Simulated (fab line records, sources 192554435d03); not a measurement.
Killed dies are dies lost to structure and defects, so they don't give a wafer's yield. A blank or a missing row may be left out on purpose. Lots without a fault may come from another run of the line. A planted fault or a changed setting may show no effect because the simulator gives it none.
Split-lot experiment | flow n5_finfet | 7 lots, 21 wafers read, on a route of 1938 steps

THE SPLIT
At N5_FIN_CUT_COAT_02 (resist thk 30 nm), the setting spin_rpm was moved away from the recipe's 1500 rpm on 8 of the 21 wafers read, by -6.4% to +10.4%. The other wafers ran this setting at the recipe's value.

FROM THE SPLIT TO THE READING: what the file shows between them, 6 steps
- N5_FIN_CUT_EBR_04
- N5_FIN_CUT_SOFTBAKE_03: time 60 s
- N5_FIN_CUT_EXPOSE_05: exposes mask FIN CUT
- N5_FIN_CUT_PEB_06: peb time 60 s
- N5_FIN_CUT_DEVELOP_07: develop time 30 s
- N5_FIN_CUT_DESCUM_13: chemistry O2, time 7 s

THE READING
CAR-EUV_of_FIN_CUT_COAT_02.thk_nm (the simulator's own value, which no gauge read), in nm, at N5_FIN_CUT_ETCH_30 (etches underlayer in N2/H2, target depth 13 nm, time 10.4 s). The file gives no usual value for it. The 13 wafers here that ran the recipe average 14.6 nm, standard deviation 0.16 nm.

wafer  | tool, chamber at the split | spin_rpm as run, rpm | against the recipe | CAR-EUV_of_FIN_CUT_COAT_02.thk_nm, nm | against lot-mates on the recipe
L081.2 | litho_track-04, 0          | 1616                 | +7.7%              | 13.4                                  | -1.2
L081.3 | litho_track-04, 0          | 1500                 | recipe             | 14.6                                  | -
L081.6 | litho_track-04, 0          | 1616                 | +7.7%              | 13.6                                  | -1.0
L082.2 | litho_track-02, 0          | 1451                 | -3.3%              | 15.2                                  | +0.5
L082.3 | litho_track-02, 0          | 1500                 | recipe             | 14.8                                  | -
L082.5 | litho_track-02, 0          | 1500                 | recipe             | 14.6                                  | -
L087.1 | litho_track-05, 0          | 1500                 | recipe             | 14.6                                  | -
L087.3 | litho_track-05, 0          | 1500                 | recipe             | 14.4                                  | -
L087.5 | litho_track-05, 0          | 1500                 | recipe             | 14.4                                  | -
L088.1 | litho_track-04, 0          | 1500                 | recipe             | 14.4                                  | -
L088.4 | litho_track-04, 0          | 1404                 | -6.4%              | 15.8                                  | +1.4
L088.5 | litho_track-04, 0          | 1404                 | -6.4%              | 15.6                                  | +1.2
L089.3 | litho_track-02, 0          | 1500                 | recipe             | 14.6                                  | -
L089.4 | litho_track-02, 0          | 1555                 | +3.7%              | 14.2                                  | -0.4
L089.5 | litho_track-02, 0          | 1555                 | +3.7%              | 14                                    | -0.6
L092.2 | litho_track-05, 0          | 1500                 | recipe             | 14.8                                  | -
L092.5 | litho_track-05, 0          | 1656                 | +10.4%             | 13                                    | -1.7
L092.6 | litho_track-05, 0          | 1500                 | recipe             | 14.6                                  | -
L096.3 | litho_track-05, 0          | 1500                 | recipe             | 14.8                                  | -
L096.5 | litho_track-05, 0          | 1500                 | recipe             | 14.8                                  | -
L096.4 | litho_track-05, 0          | 1500                 | recipe             | 14.4                                  | -

THE FIT
A straight line over all 21 wafers: CAR-EUV_of_FIN_CUT_COAT_02.thk_nm changes by -0.155 nm for each +1% of spin_rpm; r = -0.97; the points scatter about the line by 0.15 nm.
The same after taking each lot's own level away (the mean of its wafers on the recipe; 21 wafers): -0.166 nm for each +1%; r = -0.98; scatter 0.14 nm.
On that fit, the largest move of spin_rpm shifts the reading by 1.7 nm.
The lots' own levels span 14.40 to 14.70 nm, that is 1.9 times the standard deviation above.
So the lot-to-lot level changes the slope little: the two slopes agree.
Check: with one of the wafers moved furthest among these (+10.4%) left out of the fit, the line predicts -1.66 nm for it against its lot-mates. It came out at -1.7 nm against them.

OTHER SPLITS ON THESE WAFERS
These wafers also went through other splits before the reading. Each is held against what the fit with the lots' levels taken away leaves over:
other split on the same wafers  | wafers away from the commonest value | r with CAR-EUV_of_FIN_CUT_COAT_02.thk_nm (lot level and that fit taken away)
N5_ZERO_LAYER_PECVD_02 time_s   | 7                                    | +0.28
N5_ZERO_LAYER_EXPOSE_08 dose_mj | 6                                    | -0.07
N5_WELL_APT_COAT_19 spin_rpm    | 6                                    | +0.05
N5_FIN_SAQP_ETCH_65 time_s      | 9                                    | -0.36
N5_FIN_SAQP_COAT_68 spin_rpm    | 9                                    | -0.09

THE WHOLE CHAIN: every reading that the file lists as answering this split, in the file's order
step                  | what it does                                                | reading                                                                            | change (the file's fit)               | r (the file's)
N5_FIN_CUT_COAT_02    | resist thk 30 nm                                            | CAR-EUV_of_FIN_CUT_COAT_02.thk_nm (the simulator's own value, which no gauge read) | -0.141 nm for each +1% of the setting | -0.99
N5_FIN_CUT_DEVELOP_07 | develop time 30 s                                           | CAR-EUV_of_FIN_CUT_COAT_02.thk_nm (the simulator's own value, which no gauge read) | -0.153 nm for each +1% of the setting | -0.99
N5_FIN_CUT_ETCH_30    | etches underlayer in N2/H2, target depth 13 nm, time 10.4 s | CAR-EUV_of_FIN_CUT_COAT_02.thk_nm (the simulator's own value, which no gauge read) | -0.163 nm for each +1% of the setting | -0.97

THE FILE'S OWN FIT
CAR-EUV_of_FIN_CUT_COAT_02.thk_nm changes by -0.163 nm for each +1% of spin_rpm, r = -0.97.
